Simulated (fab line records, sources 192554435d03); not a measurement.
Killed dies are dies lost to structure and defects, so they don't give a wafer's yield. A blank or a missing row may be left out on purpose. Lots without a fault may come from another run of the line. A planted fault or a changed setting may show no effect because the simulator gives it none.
Which tool did it? | flow n5_finfet | 24 lots, 72 wafers sampled, at 5 steps of a route of 1938

WHAT THE GAUGES READ, wafer by wafer
N5_BEOL_M12_OVL_MEAS_11. Usual: V11_OVL 0 nm, standard deviation 4.7.
lot  | measured     | on         | V11_OVL (nm) | flag
L074 | day 10 09:31 | overlay-02 | 0 3 -1       |
L076 | day 10 20:18 | overlay-01 | -3 2 -1      |
L075 | day 10 22:19 | overlay-01 | 3 -2 1       |
L077 | day 11 11:50 | overlay-02 | 3 -7 4       |
L079 | day 11 17:44 | overlay-01 | 0 0 3        |
L078 | day 11 20:11 | overlay-02 | -2 -1 -5     |
L080 | day 11 23:03 | overlay-02 | -5 6 -3      |
L081 | day 12 20:40 | overlay-02 | -2 -3 0      |
L082 | day 13 02:46 | overlay-02 | 1 -6 -5      |
L083 | day 13 14:23 | overlay-01 | -11 0 4      |
L084 | day 13 22:51 | overlay-02 | 0 -3 -3      |
L087 | day 14 15:08 | overlay-02 | 1 6 3        |
L086 | day 14 16:34 | overlay-02 | 0 5 -3       |
L085 | day 14 17:14 | overlay-01 | -3 -9 0      |
L088 | day 14 19:07 | overlay-01 | 6 0 6        |
L089 | day 14 21:32 | overlay-01 | 9 4 4        |
L090 | day 14 22:05 | overlay-01 | -7 -4 4      |
L091 | day 15 09:26 | overlay-01 | -10 1 -2     |
L092 | day 15 13:35 | overlay-01 | -7 -6 -5     |
L094 | day 15 19:05 | overlay-01 | -7 -5 -4     |
L093 | day 15 19:43 | overlay-02 | 3 5 5        |
L095 | day 16 06:19 | overlay-01 | -4 -7 -3     |
L096 | day 17 06:55 | overlay-02 | 10 7 3       |
L097 | day 17 16:51 | overlay-02 | -2 -1 -1     |

N5_BEOL_M12_CD_MEAS_17: target cd 140 nm. Usual: cd_nm 141.2 nm, standard deviation 1.5.
lot  | measured     | on        | cd_nm (nm)        | flag
L074 | day 10 10:04 | cd_sem-02 | 138.6 140.2 138.4 |
L076 | day 10 20:53 | cd_sem-03 | 142.4 140.6 141.7 |
L075 | day 10 23:14 | cd_sem-02 | 143.4 144.1 143.6 |
L077 | day 11 12:23 | cd_sem-03 | 139.8 142.4 139.7 |
L079 | day 11 18:17 | cd_sem-03 | 143.1 142.1 143.2 |
L078 | day 11 20:45 | cd_sem-03 | 139.9 141.6 141.7 |
L080 | day 11 23:37 | cd_sem-03 | 140.2 140.8 141.5 |
L081 | day 12 21:13 | cd_sem-02 | 141.9 142.4 141.8 |
L082 | day 13 03:19 | cd_sem-01 | 143.6 141.4 143.2 |
L083 | day 13 14:57 | cd_sem-03 | 142.3 139.9 141.9 |
L084 | day 13 23:24 | cd_sem-02 | 144.5 141.9 143.3 |
L087 | day 14 15:41 | cd_sem-01 | 140.9 140.0 141.7 |
L086 | day 14 17:07 | cd_sem-03 | 141.2 140.6 139.1 |
L085 | day 14 17:47 | cd_sem-02 | 143.1 141.4 142.8 |
L088 | day 14 19:59 | cd_sem-03 | 139.7 142.5 142.2 |
L089 | day 14 22:05 | cd_sem-03 | 139.9 139.6 141.2 |
L090 | day 14 22:38 | cd_sem-02 | 142.6 138.4 141.6 |
L091 | day 15 09:59 | cd_sem-01 | 142.3 142.6 144.1 |
L092 | day 15 14:20 | cd_sem-02 | 140.9 140.7 139.6 |
L094 | day 15 19:38 | cd_sem-02 | 141.2 141.4 140.1 |
L093 | day 15 20:29 | cd_sem-01 | 142.1 138.7 139.9 |
L095 | day 16 06:52 | cd_sem-01 | 140.3 144.4 143.0 |
L096 | day 17 07:58 | cd_sem-03 | 141.6 141.1 139.1 |
L097 | day 17 17:25 | cd_sem-03 | 140.9 140.6 143.9 |

N5_BEOL_M12_INSPECT_30: inspects for defects (macro). Usual: raw_defect_count 1.9, standard deviation 1.4.
lot  | measured     | on                | raw_defect_count | flag
L074 | day 10 10:35 | defect_inspect-02 | 3 1 2            |
L076 | day 10 21:16 | defect_inspect-02 | 1 3 3            |
L075 | day 10 23:37 | defect_inspect-01 | 5 0 5            |
L077 | day 11 12:54 | defect_inspect-01 | 4 6 4            |
L079 | day 11 18:47 | defect_inspect-01 | 3 1 2            |
L078 | day 11 21:16 | defect_inspect-02 | 1 2 3            |
L080 | day 12 00:00 | defect_inspect-01 | 1 3 0            |
L081 | day 12 21:43 | defect_inspect-01 | 3 2 3            |
L082 | day 13 03:49 | defect_inspect-02 | 1 3 0            |
L083 | day 13 15:20 | defect_inspect-01 | 4 1 3            |
L084 | day 13 23:55 | defect_inspect-02 | 2 0 2            |
L087 | day 14 16:04 | defect_inspect-02 | 2 5 2            |
L086 | day 14 17:38 | defect_inspect-01 | 1 1 1            |
L085 | day 14 18:18 | defect_inspect-02 | 4 2 2            |
L088 | day 14 20:29 | defect_inspect-02 | 3 1 0            |
L089 | day 14 22:28 | defect_inspect-02 | 2 1 3            |
L090 | day 14 23:01 | defect_inspect-02 | 2 2 0            |
L091 | day 15 10:30 | defect_inspect-01 | 3 3 2            |
L092 | day 15 14:51 | defect_inspect-02 | 3 1 1            |
L094 | day 15 20:09 | defect_inspect-01 | 2 3 1            |
L093 | day 15 20:59 | defect_inspect-01 | 1 2 2            |
L095 | day 16 07:23 | defect_inspect-02 | 5 1 0            |
L096 | day 17 08:30 | defect_inspect-01 | 1 1 0            |
L097 | day 17 17:55 | defect_inspect-02 | 1 1 2            |

N5_BEOL_M13_CD_MEAS_28: target cd 209.5 nm. Usual: cd_nm 209.5 nm, standard deviation 0.92.
lot  | measured     | on        | cd_nm (nm)        | flag
L074 | day 10 15:14 | cd_sem-02 | 209.9 211.1 209.9 |
L076 | day 11 03:34 | cd_sem-01 | 210.1 210.4 210.0 |
L075 | day 11 03:56 | cd_sem-03 | 209.5 209.4 209.9 |
L077 | day 11 16:49 | cd_sem-01 | 210.5 210.6 210.1 |
L079 | day 11 22:57 | cd_sem-02 | 208.3 208.6 208.9 |
L078 | day 12 01:18 | cd_sem-03 | 209.1 209.7 209.7 |
L080 | day 12 06:20 | cd_sem-02 | 208.3 210.1 208.5 |
L081 | day 13 03:23 | cd_sem-03 | 208.6 208.8 207.3 |
L082 | day 13 14:47 | cd_sem-02 | 209.6 208.3 210.3 |
L083 | day 13 21:14 | cd_sem-02 | 208.8 209.5 209.3 |
L084 | day 14 11:28 | cd_sem-03 | 208.8 208.7 210.5 |
L087 | day 14 22:41 | cd_sem-01 | 210.4 211.0 209.8 |
L086 | day 14 23:13 | cd_sem-02 | 209.2 209.5 209.1 |
L085 | day 14 23:32 | cd_sem-02 | 208.6 210.0 209.8 |
L088 | day 15 02:06 | cd_sem-02 | 210.0 210.9 210.5 |
L089 | day 15 03:32 | cd_sem-01 | 210.1 207.9 209.3 |
L090 | day 15 03:55 | cd_sem-01 | 211.3 209.7 209.0 |
L091 | day 15 17:29 | cd_sem-03 | 210.0 210.3 211.2 |
L092 | day 15 21:23 | cd_sem-03 | 208.5 208.5 207.6 |
L094 | day 16 01:22 | cd_sem-01 | 208.5 209.5 209.6 |
L093 | day 16 02:14 | cd_sem-02 | 208.9 208.4 209.7 |
L095 | day 16 13:32 | cd_sem-02 | 209.4 209.2 210.7 |
L096 | day 17 13:35 | cd_sem-03 | 209.1 208.5 209.8 |
L097 | day 17 22:41 | cd_sem-03 | 210.4 211.2 210.9 |

WHICH TOOL RAN EACH LOT (tool, then ch and the chambers of the sampled wafers, then the start)
lot  | N5_BEOL_M12_STRIP_64
L074 | plasma_asher-01 ch 0,1, day 10 09:55
L076 | plasma_asher-02 ch 0,1, day 10 20:45
L075 | plasma_asher-01 ch 0,1, day 10 23:07
L077 | plasma_asher-02 ch 0, day 11 12:15
L079 | plasma_asher-02 ch 0,1, day 11 18:10
L078 | plasma_asher-01 ch 0, day 11 20:37
L080 | plasma_asher-01 ch 0,1, day 11 23:28
L081 | plasma_asher-01 ch 0,1, day 12 21:04
L082 | plasma_asher-01 ch 0,1, day 13 03:10
L083 | plasma_asher-01 ch 0,1, day 13 14:47
L084 | plasma_asher-01 ch 0,1, day 13 23:16
L087 | plasma_asher-01 ch 0,1, day 14 15:33
L086 | plasma_asher-01 ch 0,1, day 14 16:58
L085 | plasma_asher-01 ch 0,1, day 14 17:40
L088 | plasma_asher-02 ch 0, day 14 19:50
L089 | plasma_asher-01 ch 0,1, day 14 21:57
L090 | plasma_asher-01 ch 0,1, day 14 22:29
L091 | plasma_asher-01 ch 0,1, day 15 09:50
L092 | plasma_asher-02 ch 0,1, day 15 14:11
L094 | plasma_asher-01 ch 0,1, day 15 19:29
L093 | plasma_asher-02 ch 0, day 15 20:07
L095 | plasma_asher-01 ch 0,1, day 16 06:44
L096 | plasma_asher-02 ch 0,1, day 17 07:49
L097 | plasma_asher-02 ch 0,1, day 17 17:16
- N5_BEOL_M12_STRIP_64: strips in N2/H2.

WHAT THE TOOLS THEMSELVES READ (means of the sampled wafers that have a number; where no wafer has one, the mark that the record gives instead)
N5_BEOL_M12_STRIP_64. Usual: drypump_motor_current_A 5.9 A, standard deviation 0.49; heater_power_w 346 W, standard deviation 39; oes_product_au 0.715 a.u., standard deviation 0.0045; strip_time_to_endpoint_s 31.36 s, standard deviation 0.075.
lot  | tool            | drypump_motor_current_A (A) | heater_power_w (W) | oes_product_au (a.u.) | strip_time_to_endpoint_s (s) | flag
L074 | plasma_asher-01 | 5.7                         | 377                | 0.715                 | 31.48                        |
L076 | plasma_asher-02 | 5.9                         | 308                | 0.718                 | 31.40                        |
L075 | plasma_asher-01 | 5.7                         | 376                | 0.713                 | 31.42                        |
L077 | plasma_asher-02 | 6.2                         | 301                | 0.710                 | 31.39                        |
L079 | plasma_asher-02 | 5.7                         | 317                | 0.715                 | 31.49                        |
L078 | plasma_asher-01 | 5.4                         | 397                | 0.712                 | 31.32                        |
L080 | plasma_asher-01 | 5.7                         | 369                | 0.714                 | 31.34                        |
L081 | plasma_asher-01 | 5.7                         | 365                | 0.714                 | 31.34                        |
L082 | plasma_asher-01 | 5.7                         | 378                | 0.714                 | 31.32                        |
L083 | plasma_asher-01 | 5.7                         | 378                | 0.713                 | 31.25                        |
L084 | plasma_asher-01 | 5.7                         | 372                | 0.720                 | 31.40                        |
L087 | plasma_asher-01 | 6.0                         | 351                | 0.715                 | 31.35                        |
L086 | plasma_asher-01 | 5.7                         | 378                | 0.717                 | 31.32                        |
L085 | plasma_asher-01 | 5.7                         | 380                | 0.713                 | 31.32                        |
L088 | plasma_asher-02 | 6.2                         | 300                | 0.709                 | 31.34                        |
L089 | plasma_asher-01 | 6.1                         | 354                | 0.715                 | 31.33                        |
L090 | plasma_asher-01 | 6.0                         | 348                | 0.719                 | 31.30                        |
L091 | plasma_asher-01 | 5.7                         | 373                | 0.714                 | 31.35                        |
L092 | plasma_asher-02 | 5.7                         | 316                | 0.718                 | 31.34                        |
L094 | plasma_asher-01 | 5.7                         | 374                | 0.710                 | 31.39                        |
L093 | plasma_asher-02 | 6.2                         | 300                | 0.719                 | 31.35                        |
L095 | plasma_asher-01 | 5.7                         | 380                | 0.718                 | 31.27                        |
L096 | plasma_asher-02 | 5.7                         | 315                | 0.712                 | 31.31                        |
L097 | plasma_asher-02 | 5.9                         | 307                | 0.719                 | 31.46                        |

THE ANSWER, worked out from the rows above alone
Rule: a lot is off if the mean of its wafers that have a number lies more than 3 standard deviations from the usual mean. A lot without any number at a reading at which 4 lots or more have one is off too. The other lots that the step has rows for count as sound. The gauges are gone through in route order, then the tools' own readings, and for those a lot's mean is taken as printed above. The first step at which some lot is off is used, and at that step the reading that is off furthest; a lot without a number counts as furthest.
No lot is off at any reading shown: from this, nothing can be told.

WHAT THE SIMULATOR HAD PUT IN
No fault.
